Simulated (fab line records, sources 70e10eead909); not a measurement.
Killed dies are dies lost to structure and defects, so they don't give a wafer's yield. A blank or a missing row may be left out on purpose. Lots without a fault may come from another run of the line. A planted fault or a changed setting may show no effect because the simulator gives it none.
Chamber matching | flow nand_harc | NHARC_A_CHANNEL_FILL_D2_ALD_16 on ald_hk-04: 4 sister chambers
The step deposits SiO2, target thk 1.5 nm, pulse time 10 s, ald cycles 15. 20 wafers are shown with their chamber, then 10 later ones without.

WAFERS WITH THEIR CHAMBER
wafer  | chamber | heater_power_w (W) | precursor_pulse_height_rel
L074.1 | 3       | 396                | 0.991
L074.2 | 2       | 496                | 0.966
L074.5 | 3       | 406                | 0.989
L081.1 | 1       | 422                | 1.022
L081.4 | 2       | 495                | 1.009
L081.6 | 0       | 493                | 1.015
L082.1 | 0       | 484                | 0.990
L082.2 | 1       | 418                | 1.031
L082.4 | 3       | 401                | 1.017
L083.2 | 1       | 423                | 1.020
L083.4 | 0       | 477                | 1.008
L083.5 | 3       | 402                | 0.987
L086.1 | 2       | 494                | 0.993
L086.2 | 0       | 493                | 1.050
L086.4 | 1       | 431                | 0.977
L091.3 | 2       | 507                | 0.998
L091.5 | 2       | 511                | 0.988
L091.6 | 3       | 406                | 1.017
L093.2 | 2       | 497                | 1.010
L093.3 | 0       | 482                | 0.976

SIGNATURES (means of the wafers above)
reading                    | chamber 0 | chamber 1 | chamber 2 | chamber 3 | scatter within a chamber
heater_power_w             | 485.80    | 423.50    | 500.00    | 402.20    | 6.19
precursor_pulse_height_rel | 1.00780   | 1.01250   | 0.99400   | 1.00020   | 0.0212
Rule: a wafer's distance from a chamber is the root of the sum, over the readings, of the square of ((its reading less the chamber's mean) divided by the reading's scatter). The wafer belongs to the nearest chamber; if the next one is less than 2 further off, it can't be placed. The scatter: the root of (the sum of the squares of (reading less its chamber's mean) over the shown wafers, divided by (wafers less chambers)).

WAFERS WITHOUT THEIR CHAMBER
wafer  | heater_power_w (W) | precursor_pulse_height_rel
L093.6 | 411                | 0.990
L092.1 | 411                | 1.028
L092.5 | 488                | 1.012
L092.6 | 408                | 1.018
L095.2 | 472                | 1.019
L095.3 | 417                | 0.964
L095.6 | 422                | 0.975
L096.1 | 499                | 0.964
L096.3 | 479                | 0.947
L096.6 | 412                | 0.967

WHICH CHAMBER EACH WENT THROUGH
wafer  | from the rows above     | in truth
L093.6 | can't be placed: 3 or 1 | 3
L092.1 | can't be placed: 3 or 1 | 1
L092.5 | can't be placed: 0 or 2 | 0
L092.6 | can't be placed: 3 or 1 | 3
L095.2 | 0                       | 0
L095.3 | can't be placed: 1 or 3 | 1
L095.6 | can't be placed: 1 or 3 | 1
L096.1 | can't be placed: 2 or 0 | 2
L096.3 | can't be placed: 0 or 2 | 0
L096.6 | can't be placed: 3 or 1 | 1
Placed correctly: 1 of 10. Can't be placed from these rows: 9 (the true chamber is among the candidates in 9). Placed wrongly: 0.
